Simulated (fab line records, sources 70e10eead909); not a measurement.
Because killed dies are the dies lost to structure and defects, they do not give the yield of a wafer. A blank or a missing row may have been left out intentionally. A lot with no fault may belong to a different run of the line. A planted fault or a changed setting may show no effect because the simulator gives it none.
fab line records    flow nand-harc
record: lots: 12  wafers: 36  last-day: 34
route steps=1302 shown A_CHANNEL_HOLE_D2@594 A_CHANNEL_FILL_D2@614 END@1302
lots that met no fault: taken from a fault-free run of the same line
start-h: the number of hours between the record's first day and the start of the first shown wafer of the lot    wait-h: hours since the lot's step before    " unchanged from the row above    L1.1+2: a single row standing in for several wafers    - no value, or no start given    * or withheld: withheld    < > ~ a bound
route shown NAME@n: names a module that has steps shown in the file, with the first one's number in the route    usual: mean/standard deviation of fault-free wafers    same: alike in all rows    chamber/n: place in a boat    sites: per-site readings    _std_site: their standard deviation    _edge_site: inner sites' mean taken away from outer sites' mean    radius-mm: how far each site lies from the wafer's centre    mask NAME#n: copy n    behind: tool/chamber where the wafer was last shaped    hold: the reason the lot was held/the length of the hold in hours/how it ended    device: the transistor (n, p or np) that didn't switch    end of line: the tests these same wafers got at the end of their route    where a step has no rows: the recipe by itself    killed: at the first sort, the dies lost to defects and structure; wafer yield is something else    map: the dies of a wafer, with x for killed, . for not killed, _ for no die there
set.NAME: the run value of the setting; set.NAME@STEP: its run value at that earlier step    model.NAME: the simulator's own value behind a step, which no gauge read
one table for each step of the route and one row for each wafer, over a sample of lots
services: the hour from which a tool's chamber was out of use, counted from the record's first day as start-h (under 0 if before that day), plus the number of hours and why
== steps ==
step: NHARC_A_CHANNEL_HOLE_D2_ETCH_22
recipe: bias-v: 3000  source-w: withheld  pressure-mtorr: 20  time-s: 666.7  ar-flow-sccm: 375  c4f8-flow-sccm: 89.3  o2-flow-sccm: 35.7  temp-c: -20  target-depth-a: 16000  chemistry: C4F8/O2/Ar
usual: c4f8-flow-sccm: 89.27/0.25  drypump-motor-current-A: 6.2/0.44  he-backside-leak-sccm: 6.2/1.2  showerhead-plenum-p-Torr: 3.62/0.15  throttle-valve-pct: 32.156/0.0078
lot.wafer  tool         chamber  start-h  wait-h  c4f8-flow-sccm  drypump-motor-current-A  he-backside-leak-sccm  rf-hours-counter-h  showerhead-plenum-p-Torr  throttle-valve-pct
L673.2     har-etch-01  0        296.67   0.4     89.02           6.1                      5.9                    157                 3.53                      32.161
L673.1     "            1        "        "       88.96           5.7                      7.4                    157                 3.69                      32.159
L673.4     "            0        "        "       89.08           6.1                      6.2                    -                   3.53                      32.151
L674.1     har-etch-02  0        307.98   0.7     89.02           6.8                      7.8                    360                 3.47                      32.146
L674.4     "            0        "        "       89.43           6.8                      7.9                    -                   3.47                      32.157
L674.6     "            0        "        "       89.21           6.8                      7.8                    -                   3.47                      32.171
L675.1     har-etch-02  1        323.37   0.4     89.62           6.0                      7.6                    352                 3.66                      32.166
L675.3     "            0        "        "       89.15           6.8                      7.7                    -                   3.46                      32.152
L675.5     "            1        "        "       89.74           6.0                      7.9                    -                   3.66                      32.158
L678.3     har-etch-01  0        360.26   0.4     89.06           6.1                      6.5                    -                   3.51                      32.148
L678.4     "            1        "        "       88.69           5.7                      8.4                    -                   3.67                      32.150
L678.5     "            1        "        "       89.28           5.7                      6.6                    -                   3.67                      32.165
L679.2     har-etch-01  1        388.15   0.4     89.36           5.7                      6.0                    210                 3.66                      32.162
L679.6     "            0        "        "       89.35           6.1                      6.2                    -                   3.50                      32.163
L679.5     "            1        "        "       89.47           5.7                      5.9                    -                   3.66                      32.152
L680.2     har-etch-01  1        396.36   0.4     89.47           5.7                      6.0                    218                 3.66                      32.138
L680.1     "            0        "        "       88.67           6.1                      6.6                    218                 3.50                      32.161
L680.6     "            1        "        "       89.68           5.7                      6.4                    -                   3.66                      32.144
L681.1     har-etch-01  1        400.52   0.4     89.22           5.7                      6.4                    222                 3.66                      32.147
L681.2     "            0        "        "       89.18           6.1                      6.6                    222                 3.50                      32.148
L681.6     "            1        "        "       89.88           5.7                      6.6                    -                   3.66                      32.158
L682.1     har-etch-02  1        400.95   0.4     88.98           5.9                      4.5                    5                   3.65                      32.154
L682.3     "            1        "        "       88.86           5.9                      4.8                    -                   3.65                      32.139
L682.6     "            1        "        "       88.96           5.9                      4.5                    -                   3.65                      32.169
L683.2     har-etch-02  1        420.74   0.4     88.89           5.9                      4.3                    23                  3.64                      32.159
L683.1     "            0        "        "       89.16           6.8                      4.6                    23                  3.92                      32.157
L683.5     "            1        "        "       89.04           5.9                      4.6                    -                   3.64                      32.155
L685.2     har-etch-01  0        433.34   0.4     89.00           6.1                      6.1                    241                 3.49                      32.165
L685.3     "            1        "        "       89.43           5.7                      6.4                    -                   3.65                      32.169
L685.5     "            0        "        "       89.59           6.1                      6.5                    -                   3.49                      32.152
L687.2     har-etch-02  0        443.23   0.4     89.30           6.8                      4.7                    39                  3.91                      32.172
L687.3     "            0        "        "       89.25           6.8                      4.8                    -                   3.91                      32.154
L687.4     "            1        "        "       89.24           5.9                      4.8                    -                   3.63                      32.157
L695.1     har-etch-01  0        530.80   0.4     89.52           6.1                      7.3                    291                 3.46                      32.158
L695.4     "            0        "        "       89.32           6.1                      7.1                    -                   3.46                      32.163
L695.5     "            0        "        "       89.70           6.1                      7.1                    -                   3.46                      32.147
step: NHARC_A_CHANNEL_HOLE_D2_ETCH_23
recipe: bias-v: 5000  source-w: withheld  pressure-mtorr: 20  time-s: 819  ar-flow-sccm: 375  c4f8-flow-sccm: 89.3  o2-flow-sccm: 35.7  temp-c: -20  target-depth-a: 16000  chemistry: C4F8/O2/Ar
usual: c4f8-flow-sccm: 89.36/0.24  drypump-motor-current-A: 6.2/0.43  he-backside-leak-sccm: 6.2/1.1  showerhead-plenum-p-Torr: 3.62/0.15  throttle-valve-pct: 32.156/0.0098
lot.wafer  tool         chamber  start-h  wait-h  c4f8-flow-sccm  drypump-motor-current-A  he-backside-leak-sccm  rf-hours-counter-h  showerhead-plenum-p-Torr  throttle-valve-pct
L673.2     har-etch-01  0        297.24   0.5     89.36           6.1                      6.0                    158                 3.53                      32.151
L673.1     "            1        "        "       89.20           5.7                      6.2                    158                 3.69                      32.152
L673.4     "            0        "        "       89.27           6.1                      6.2                    -                   3.53                      32.159
L674.1     har-etch-02  0        309.14   1.0     89.66           6.8                      7.9                    361                 3.47                      32.152
L674.4     "            0        "        "       89.11           6.8                      7.9                    -                   3.47                      32.157
L674.6     "            0        "        "       89.32           6.7                      7.6                    -                   3.47                      32.169
L675.1     har-etch-02  1        323.95   0.5     89.03           6.0                      7.9                    352                 3.66                      32.161
L675.3     "            0        "        "       89.24           6.8                      7.7                    -                   3.46                      32.149
L675.5     "            1        "        "       89.13           6.0                      8.1                    -                   3.66                      32.167
L678.3     har-etch-01  0        360.86   0.5     89.44           6.1                      6.4                    -                   3.51                      32.159
L678.4     "            1        "        "       89.13           5.7                      6.9                    -                   3.67                      32.156
L678.5     "            1        "        "       89.19           5.7                      6.6                    -                   3.67                      32.168
L679.2     har-etch-01  1        388.73   0.5     89.24           5.7                      6.3                    211                 3.66                      32.151
L679.6     "            0        "        "       89.53           6.1                      6.4                    -                   3.50                      32.160
L679.5     "            1        "        "       89.37           5.7                      6.6                    -                   3.66                      32.152
L680.2     har-etch-01  1        396.93   0.5     89.11           5.7                      6.8                    219                 3.66                      32.145
L680.1     "            0        "        "       89.43           6.1                      6.7                    219                 3.50                      32.141
L680.6     "            1        "        "       89.17           5.7                      6.5                    -                   3.66                      32.176
L681.1     har-etch-01  1        401.08   0.5     89.52           5.7                      6.5                    222                 3.66                      32.141
L681.2     "            0        "        "       89.03           6.1                      6.3                    222                 3.50                      32.157
L681.6     "            1        "        "       89.11           5.7                      6.9                    -                   3.66                      32.149
L682.1     har-etch-02  1        401.54   0.5     89.55           5.9                      4.9                    5                   3.65                      32.154
L682.3     "            1        "        "       89.39           6.0                      4.8                    -                   3.65                      32.159
L682.6     "            1        "        "       89.29           5.9                      4.9                    -                   3.65                      32.159
L683.2     har-etch-02  1        421.30   0.5     89.28           6.0                      4.9                    24                  3.64                      32.160
L683.1     "            0        "        "       89.51           6.8                      4.8                    24                  3.92                      32.167
L683.5     "            1        "        "       89.35           6.0                      4.8                    -                   3.64                      32.163
L685.2     har-etch-01  0        433.91   0.5     89.68           6.1                      6.8                    242                 3.49                      32.180
L685.3     "            1        "        "       89.40           5.7                      6.4                    -                   3.65                      32.149
L685.5     "            0        "        "       89.37           6.1                      6.7                    -                   3.49                      32.167
L687.2     har-etch-02  0        443.80   0.5     89.86           6.7                      4.7                    39                  3.91                      32.163
L687.3     "            0        "        "       89.83           6.8                      4.8                    -                   3.91                      32.172
L687.4     "            1        "        "       89.10           5.9                      4.9                    -                   3.63                      32.152
L695.1     har-etch-01  0        531.38   0.5     89.64           6.1                      7.1                    291                 3.46                      32.168
L695.4     "            0        "        "       89.46           6.1                      7.1                    -                   3.46                      32.157
L695.5     "            0        "        "       89.32           6.1                      6.7                    -                   3.46                      32.155
step: NHARC_A_CHANNEL_HOLE_D2_INSPECT_40
usual: raw-defect-count: 275/84
lot.wafer  tool               chamber  start-h  wait-h  raw-defect-count
L673.1     defect-inspect-02  -        301.53   -       286
L673.2     "                  -        "        "       282
L673.4     "                  -        "        "       280
L674.1     defect-inspect-01  -        316.13   -       161
L674.4     "                  -        "        "       267
L674.6     "                  -        "        "       324
L675.1     defect-inspect-01  -        328.27   -       218
L675.3     "                  -        "        "       270
L675.5     "                  -        "        "       292
L678.3     defect-inspect-01  -        364.91   -       195
L678.4     "                  -        "        "       431
L678.5     "                  -        "        "       230
L679.2     defect-inspect-02  -        393.00   -       161
L679.5     "                  -        "        "       152
L679.6     "                  -        "        "       144
L680.1     defect-inspect-01  -        401.33   -       289
L680.2     "                  -        "        "       236
L680.6     "                  -        "        "       295
L681.1     defect-inspect-02  -        405.36   -       237
L681.2     "                  -        "        "       251
L681.6     "                  -        "        "       189
L682.1     defect-inspect-01  -        405.86   -       289
L682.3     "                  -        "        "       208
L682.6     "                  -        "        "       225
L683.1     defect-inspect-02  -        425.58   -       235
L683.2     "                  -        "        "       228
L683.5     "                  -        "        "       199
L685.2     defect-inspect-01  -        438.16   -       309
L685.3     "                  -        "        "       323
L685.5     "                  -        "        "       369
L687.2     defect-inspect-01  -        448.24   -       356
L687.3     "                  -        "        "       379
L687.4     "                  -        "        "       250
L695.1     defect-inspect-01  -        535.63   -       287
L695.4     "                  -        "        "       242
L695.5     "                  -        "        "       317
step: NHARC_A_CHANNEL_FILL_D2_ALD_14
recipe: target-thk-a: 25  pulse-time-s: 10  ald-cycles: 25  temp-c: 300  material: SiO2
usual: ald-cycles: 25/0  heater-power-w: 487/33  precursor-pulse-height-rel: 1.002/0.02
lot.wafer  tool       chamber  start-h  wait-h  ald-cycles  heater-power-w  precursor-pulse-height-rel
L673.2     ald-hk-04  1        311.84   0.0     25          551             1.008
L673.4     "          2        "        "       25          484             0.962
L673.1     "          3        "        "       25          500             0.994
L674.4     ald-hk-03  1        323.82   0.0     25          452             1.024
L674.1     "          0        "        "       25          449             0.999
L674.6     "          2        "        "       25          442             0.976
L675.3     ald-hk-01  1        335.98   0.1     25          478             1.016
L675.1     "          2        "        "       25          459             1.040
L675.5     "          0        "        "       25          448             0.973
L678.3     ald-hk-03  0        372.12   0.1     25          468             0.995
L678.4     "          2        "        "       25          434             0.973
L678.5     "          1        "        "       25          451             1.014
L679.2     ald-hk-03  0        400.88   0.3     25          462             1.000
L679.6     "          3        "        "       25          512             1.011
L679.5     "          0        "        "       25          467             1.034
L680.1     ald-hk-04  3        408.62   0.1     25          498             1.011
L680.2     "          0        "        "       25          501             0.996
L680.6     "          2        "        "       25          488             1.003
L682.3     ald-hk-04  3        413.43   0.0     25          490             1.014
L682.1     "          2        "        "       25          485             1.005
L682.6     "          0        "        "       25          488             1.002
L681.1     ald-hk-01  0        413.51   0.1     25          452             1.016
L681.2     "          1        "        "       25          494             1.015
L681.6     "          3        "        "       25          533             0.991
L683.2     ald-hk-03  3        435.32   2.6     25          503             1.007
L683.1     "          2        "        "       25          442             1.012
L683.5     "          3        "        "       25          497             1.006
L685.2     ald-hk-03  2        448.40   1.3     25          439             0.992
L685.3     "          0        "        "       13          466             1.029
L685.5     "          3        "        "       25          498             1.016
L687.3     ald-hk-03  2        455.01   0.1     13          451             0.979
L687.4     "          3        "        "       25          499             0.963
L687.2     "          0        "        "       25          477             0.995
L695.4     ald-hk-04  2        542.81   0.0     25          497             0.992
L695.1     "          3        "        "       25          511             1.008
L695.5     "          2        "        "       25          478             0.998
step: NHARC_END_SORT_01
recipe: temp-c: 25
usual: killed-at-array: 53/21  killed-at-other: 1.0/1.3  killed-at-periphery: 3.8/2.4  killed-dies: 58/21  killed-open: 3.4/1.9  killed-short: 2.4/1.5
same: gross-dies: 677
lot.wafer  tool       chamber  start-h  wait-h  killed-at-array  killed-at-other  killed-at-periphery  killed-dies  killed-open  killed-short
L680.1     prober-01  0        663.64   2.5     74               1                3                    78           5            1
L680.2     prober-01  0        664.44   2.8     86               0                2                    88           4            1
L680.6     prober-01  0        667.67   4.0     61               2                6                    69           5            2
L683.1     prober-01  0        691.53   2.5     24               1                4                    29           8            3
L683.2     prober-01  0        692.32   2.8     24               0                4                    28           7            3
L683.5     prober-01  0        694.72   3.7     21               0                5                    26           5            1
L687.2     prober-01  0        720.07   2.8     25               0                3                    28           1            2
L687.3     prober-01  0        720.88   3.1     24               0                4                    28           3            3
L687.4     prober-01  0        721.69   3.4     25               1                3                    29           4            3
killed by level:class
L680.1 A_SLIT:chamber-film-flake=23 A_CHANNEL_HOLE_D1:chamber-film-flake=21 A_CHANNEL_HOLE_D2:chamber-film-flake=14 A_CONTACT:chamber-film-flake=6 A_SGD_CUT:chamber-film-flake=3 A_M0:geometric-particle:open=2 A_CHANNEL_HOLE_D1:geometric-particle:open=1 A_CHANNEL_FILL_D1:geometric-particle:open=1
L680.2 A_CHANNEL_HOLE_D1:chamber-film-flake=36 A_SLIT:chamber-film-flake=21 A_CHANNEL_HOLE_D2:chamber-film-flake=16 A_CONTACT:chamber-film-flake=4 A_DECK1_JOINT:geometric-particle:open=2 A_CHANNEL_FILL_D1:geometric-particle:short=1 A_CHANNEL_FILL_D1:geometric-particle:open=1 A_ONON_D2:geometric-particle:open=1
L680.6 A_CHANNEL_HOLE_D1:chamber-film-flake=29 A_SLIT:chamber-film-flake=18 A_CHANNEL_HOLE_D2:chamber-film-flake=3 A_SGD_CUT:chamber-film-flake=3 A_CHANNEL_FILL_D1:geometric-particle:short=2 P_M2:chamber-film-flake=2 THIN_TSV:chamber-film-flake=2 P_STI:geometric-particle:open=1
L683.1 A_CHANNEL_HOLE_D1:chamber-film-flake=8 A_CONTACT:chamber-film-flake=5 P_M0:geometric-particle:open=3 A_CHANNEL_FILL_D2:geometric-particle:open=2 A_CHANNEL_FILL_D1:geometric-particle:open=1 A_CHANNEL_FILL_D1:geometric-particle:short=1 A_ONON_D2:geometric-particle:open=1 A_CHANNEL_FILL_D2:geometric-particle:short=1
L683.2 A_CONTACT:chamber-film-flake=6 A_CHANNEL_FILL_D2:geometric-particle:short=3 A_SLIT:chamber-film-flake=3 A_CHANNEL_FILL_D2:geometric-particle:open=2 P_GATE:chamber-film-flake=2 A_CHANNEL_HOLE_D1:chamber-film-flake=2 P_M0:geometric-particle:open=1 A_ONON_D2:geometric-particle:open=1
L683.5 A_CHANNEL_HOLE_D1:chamber-film-flake=6 A_CONTACT:chamber-film-flake=4 A_SLIT:chamber-film-flake=3 P_CONTACT:geometric-particle:open=2 P_GATE:chamber-film-flake=2 A_CHANNEL_FILL_D2:chamber-film-flake=2 A_STAIRCASE:chamber-film-flake=2 P_M0:geometric-particle:open=1
L687.2 A_CHANNEL_HOLE_D1:chamber-film-flake=11 A_CONTACT:chamber-film-flake=4 A_SLIT:chamber-film-flake=3 A_STAIRCASE:chamber-film-flake=2 P_M0:geometric-particle:open=1 A_CHANNEL_HOLE_D2:geometric-particle:short=1 A_WL_FILL:geometric-particle:short=1 P_ZERO_WELL:chamber-film-flake=1
L687.3 A_CHANNEL_HOLE_D1:chamber-film-flake=8 A_SLIT:chamber-film-flake=4 P_BONDPAD:chamber-film-flake=2 A_STAIRCASE:chamber-film-flake=2 P_CONTACT:geometric-particle:short=1 P_M1:geometric-particle:open=1 A_SOURCE_PLATE:geometric-particle:short=1 A_SOURCE_PLATE:geometric-particle:open=1
L687.4 A_CHANNEL_HOLE_D1:chamber-film-flake=10 A_ZERO_WELL:chamber-film-flake=2 A_CHANNEL_FILL_D1:chamber-film-flake=2 A_SLIT:chamber-film-flake=2 A_CONTACT:chamber-film-flake=2 P_CONTACT:geometric-particle:open=1 P_M1:geometric-particle:open=1 A_SOURCE_PLATE:geometric-particle:short=1
== services ==
tool         chamber  start-h  hours  kind
har-etch-02  1        290.30   -      consumable-replace:focus-ring
har-etch-02  1        290.30   17.0   scheduled-down
har-etch-02  1        290.30   17.0   vent-cycle
ald-hk-01    -        298.83   10.0   pm
har-etch-02  1        326.58   -      consumable-replace:esc
har-etch-02  1        326.58   17.0   scheduled-down
har-etch-02  1        326.58   17.0   vent-cycle
har-etch-02  -        378.82   17.0   pm
har-etch-02  0        378.82   17.0   vent-cycle
har-etch-02  1        378.82   17.0   vent-cycle
ald-hk-03    2        390.85   10.0   vent-cycle
ald-hk-03    3        390.85   10.0   vent-cycle
har-etch-02  0        395.82   -      clean
har-etch-02  0        395.82   -      consumable-replace:esc
har-etch-02  0        395.82   -      consumable-replace:focus-ring
har-etch-02  0        395.82   -      consumable-replace:showerhead
har-etch-02  1        395.82   -      clean
ald-hk-03    0        400.85   -      clean
ald-hk-03    1        400.85   -      clean
ald-hk-03    2        400.85   -      clean
ald-hk-03    3        400.85   -      clean
ald-hk-04    -        434.30   10.0   pm
ald-hk-03    -        464.29   0.4    repair
ald-hk-01    -        476.83   10.0   pm
== key ==
first-sign: step: NHARC_A_CHANNEL_FILL_D2_ALD_14  reading: ald-cycles  direction: down  sigmas: 99+  usual: 25  struck: 13
effect none on later readings
met-at NHARC_A_CHANNEL_FILL_D2_ALD_14
struck-lots L685,L687
struck-wafers L685.3,L687.3
tester-left-out L685,L687
not-acting-at NHARC_A_CHANNEL_HOLE_D2_ETCH_22,NHARC_A_CHANNEL_HOLE_D2_ETCH_23,NHARC_A_CHANNEL_HOLE_D2_INSPECT_40
onset-between 435.32 448.40
fault: kind: process-parameter-drift  tool: ald-hk-03  chamber: -  onset-h: 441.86  steps: NHARC_A_CHANNEL_FILL_D2_ALD_14  channel: ald-cycles  offset: -12  shape: step  end-h: 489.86  scope: struck-wafers-only  acts-in: these-recipes-only  stated: 25
tester-left-out: of these lots the tester's yield and bins aren't shown, on N5 and GAA mostly nor the transistor test; their killed dies are dies lost to structure and defects alone, not to doping, threshold or leakage, so they don't give the yield
